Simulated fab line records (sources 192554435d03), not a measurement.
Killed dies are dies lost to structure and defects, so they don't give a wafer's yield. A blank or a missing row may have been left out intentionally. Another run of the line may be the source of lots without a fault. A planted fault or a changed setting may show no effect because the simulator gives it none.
A lot that was struck, set against a sound lot / flow n5 finfet / 35 steps out of a route of 1938
Sound: the wafers L216.1, L216.5, L216.6. Struck: wafer L207.1. (L207.5, L207.6 of the same lot were not struck and are left out.) The cause comes at the end.
Per side, at each step with rows, come the tool, then ch with its chambers, and then its first start. Under that, the readings that differ: sound wafers / struck wafers / difference of the means / sigmas: that difference in standard deviations of wafers without a fault.
alike: same words and numbers on both sides, and readings whose means sit less than 2 such deviations apart. not compared: any withheld reading, any reading some wafer has no value for, any bound like >300 that may hide the same value, and any number with overlapping values for which the record gives no deviation.
A row with sigmas, a row that says differs or no value, or rows on one side alone: a step with any of these is where the two part. When numbers do not overlap yet have no deviation, they are printed without sigmas and do not part them. A reading that every wafer of one side lacks parts them only if that side has two wafers or more.

first, 9 steps without rows for these wafers: N5_FIN_SAQP_PRECLEAN_42 (cleans in O3/DIW, time 60 s); N5_FIN_SAQP_PRECLEAN_00 (cleans in SC1, time 60 s); N5_FIN_SAQP_PRECLEAN_44 (cleans in SC2, time 45 s); N5_FIN_SAQP_SRD_01 (time 30 s); N5_FIN_SAQP_ALD_61 (deposits SiO2, target thk 4 nm, pulse time 1 s, purge time 2 s); N5_FIN_SAQP_DENSIFY_62 (time 60 s); N5_FIN_SAQP_HM_DEP_03 (deposits SiNx from SiH4/NH3/N2, target thk 38 nm, time 33.6 s); N5_FIN_SAQP_PECVD_47 (deposits a-Si from SiH4/He, target thk 45 nm, time 36.3 s); N5_FIN_SAQP_PECVD_48 (deposits SiNx from SiH4/NH3/N2, target thk 25 nm, time 22.1 s).
N5_FIN_SAQP_PECVD_06: deposits a-Si from SiH4/He, target thk 60 nm, time 48.1 s.
  sound on pecvd-04 ch 1,2, day 6 21:56; struck on pecvd-03 ch 2, day 4 15:20
reading=throttle valve pct (%); sound=21.0 20.8 17.8; struck=16.9; difference=-3.0; sigmas=-2
reading=model.a-Si_of_FIN_SAQP_PECVD_06.thk nm (nm); sound=60.43 61.29 59.47; struck=44.62; difference=-15.78; sigmas=
  alike: heater power w, showerhead plenum p Torr
  not compared: rf fwd power W
N5_FIN_SAQP_THK_MEAS_07:
  sound on film metro-01, day 6 22:01; struck on film metro-02, day 4 15:27
reading=thk nm (nm); sound=60.4 61.2 59.4; struck=44.6; difference=-15.7; sigmas=-19
then, 15 steps without rows for these wafers: N5_FIN_SAQP_HM_DEP_72 (deposits SiO2 from SiH4/N2O, target thk 12 nm, time 7.2 s); N5_FIN_SAQP_COAT_49 (time 60 s, resist thk 100 nm); N5_FIN_SAQP_COAT_50 (time 60 s, resist thk 35 nm); N5_FIN_SAQP_COAT_10 (resist thk 90 nm); N5_FIN_SAQP_EBR_12; N5_FIN_SAQP_SOFTBAKE_11 (time 60 s); N5_FIN_SAQP_EXPOSE_13 (exposes mask FIN CORE, target cd 35.6 nm); N5_FIN_SAQP_PEB_14 (peb time 60 s); N5_FIN_SAQP_DEVELOP_15 (develop time 30 s); N5_FIN_SAQP_DESCUM_21 (chemistry O2, time 7.9 s); N5_FIN_SAQP_ETCH_51 (etches SiARC in CF4, target depth 45.5 nm, time 75.8 s); N5_FIN_SAQP_ETCH_52 (etches SOC in N2/H2, target depth 100 nm, overetch 20 nm, time 150 s); N5_FIN_SAQP_STRIP_53 (strips in N2/H2); N5_FIN_SAQP_HM_OPEN_73 (chemistry CHF3/O2, target SiO2, stops on a-Si, target depth 12 nm, time 16.8 s); N5_FIN_SAQP_STRIP_74 (strips in CHF3/O2).
N5_FIN_SAQP_MANDREL_ETCH_22: etches a-Si in HBr/Cl2, stops on SiNx, target depth 60 nm, bt time 10 s, time 30 s.
  sound on rie si-01 ch 0,2,3, day 6 22:56; struck on rie si-03 ch 1, day 4 16:20
reading=oes product au (a.u.); sound=0.780 0.768 0.739; struck=0.665; difference=-0.097; sigmas=-6
reading=model.etch.depth nm (nm); sound=60.26 61.29 59.47; struck=44.62; difference=-15.72; sigmas=
  alike: drypump motor current A, rf fwd power W, throttle valve pct
  not compared: rf hours counter h
then, 5 steps without rows for these wafers: N5_FIN_SAQP_STRIP_55 (strips in N2/H2); N5_FIN_SAQP_STRIP_23 (strips in SPM, time 750 s); N5_FIN_SAQP_SRD_66 (time 30 s); N5_FIN_SAQP_RECESS_75 (chemistry HF/NH3, target SiO2, target depth 14.4 nm, afs cycles 3, sublimation time 60 s); N5_FIN_SAQP_SPACER1_ALD_24 (deposits SiO2, target thk 20.3 nm, pulse time 1 s, purge time 2 s).
N5_FIN_SAQP_SPACER1_ETCHBACK_25: etches SiO2 in CHF3/O2, target depth 24.4 nm, time 12.2 s.
  sound on rie diel-01 ch 2,3, day 7 00:28; struck on rie diel-04 ch 2, day 4 19:02
reading=model.a-Si_of_FIN_SAQP_PECVD_06.thk nm (nm); sound=59.4 60.4 58.6; struck=43.6; difference=-15.9; sigmas=
  alike: drypump motor current A, oes_ar_750_au, oes product au, rf fwd power W, rf vpp V, showerhead plenum p Torr, throttle valve pct
  not compared: rf hours counter h
then, 1 step without rows for these wafers: N5_FIN_SAQP_MANDREL1_REMOVE_56 (chemistry HBr/Cl2/O2, target a-Si, stops on SiNx, bt time 10 s).
-- record jumps: 9 days separate the struck wafers' starts on either side; left off in module FIN_SAQP, taken up again in module BEOL_M4, whose first shown step is the route's number 1111 --
N5_BEOL_M4_RC_MEAS_101:
  sound on prober-02 ch 0, day 15 22:40; struck on prober-02 ch 0, day 14 05:25
  alike: DIBL_N, DIBL_P, IOFF_N, IOFF_P, ION_N, ION_P, SS_N, SS_P, VT_N, VT_P

== WHERE THEY PART ==
At N5_FIN_SAQP_PECVD_06 first; at N5_FIN_SAQP_MANDREL_ETCH_22 last (within this record only). Later steps at which nothing parts them and some readings are alike: N5_FIN_SAQP_SPACER1_ETCHBACK_25, N5_BEOL_M4_RC_MEAS_101.

WHY: the cause the simulator had injected
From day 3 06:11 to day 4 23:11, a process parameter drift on pecvd-03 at N5_FIN_SAQP_PECVD_06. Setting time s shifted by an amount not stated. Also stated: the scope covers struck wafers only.
